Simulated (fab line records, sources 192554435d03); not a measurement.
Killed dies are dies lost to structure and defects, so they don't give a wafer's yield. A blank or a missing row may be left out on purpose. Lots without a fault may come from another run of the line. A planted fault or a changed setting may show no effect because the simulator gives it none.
Chamber matching | flow n5_finfet | N5_BEOL_M6_VIA_ETCH_34 on rie_diel-01: 4 sister chambers
The step etches SiCOH lowk in C4F6/O2, target depth 126.3 nm, time 50.9 s. 8 wafers are shown with their chamber, then 9 later ones without.

WAFERS WITH THEIR CHAMBER
wafer  | chamber | rf_vpp_V (V) | throttle_valve_pct (%)
L076.3 | 1       | 668          | 21.39
L081.5 | 3       | 683          | 20.76
L083.2 | 0       | 655          | 20.67
L083.4 | 2       | 663          | 20.81
L083.6 | 2       | 661          | 20.82
L092.1 | 0       | 656          | 20.71
L092.2 | 3       | 684          | 20.78
L092.5 | 1       | 667          | 21.44

WAFERS WITHOUT THEIR CHAMBER
wafer  | rf_vpp_V (V) | throttle_valve_pct (%)
L091.1 | 682          | 20.80
L091.4 | 655          | 20.71
L091.5 | 660          | 20.86
L094.2 | 660          | 20.86
L094.3 | 683          | 20.81
L094.6 | 667          | 21.47
L096.1 | 668          | 21.46
L096.4 | 682          | 20.80
L096.5 | 661          | 20.87

WHICH CHAMBER EACH WENT THROUGH
wafer  | from the rows above | in truth
L091.1 | 3                   | 3
L091.4 | 0                   | 0
L091.5 | 2                   | 2
L094.2 | 2                   | 2
L094.3 | 3                   | 3
L094.6 | 1                   | 1
L096.1 | 1                   | 1
L096.4 | 3                   | 3
L096.5 | 2                   | 2
Placed correctly: 9 of 9. Can't be placed from these rows: 0. Placed wrongly: 0.
How it was worked out, from the rows above alone: a wafer's distance from a chamber is the root of the sum, over the readings, of the square of ((its reading less the chamber's mean) divided by the reading's scatter). The wafer belongs to the nearest chamber; if the next one is less than 2 further off, it can't be placed. A chamber's mean is the mean of its shown wafers. The scatter: the root of (the sum of the squares of (reading less its chamber's mean) over the shown wafers, divided by (wafers less chambers)).
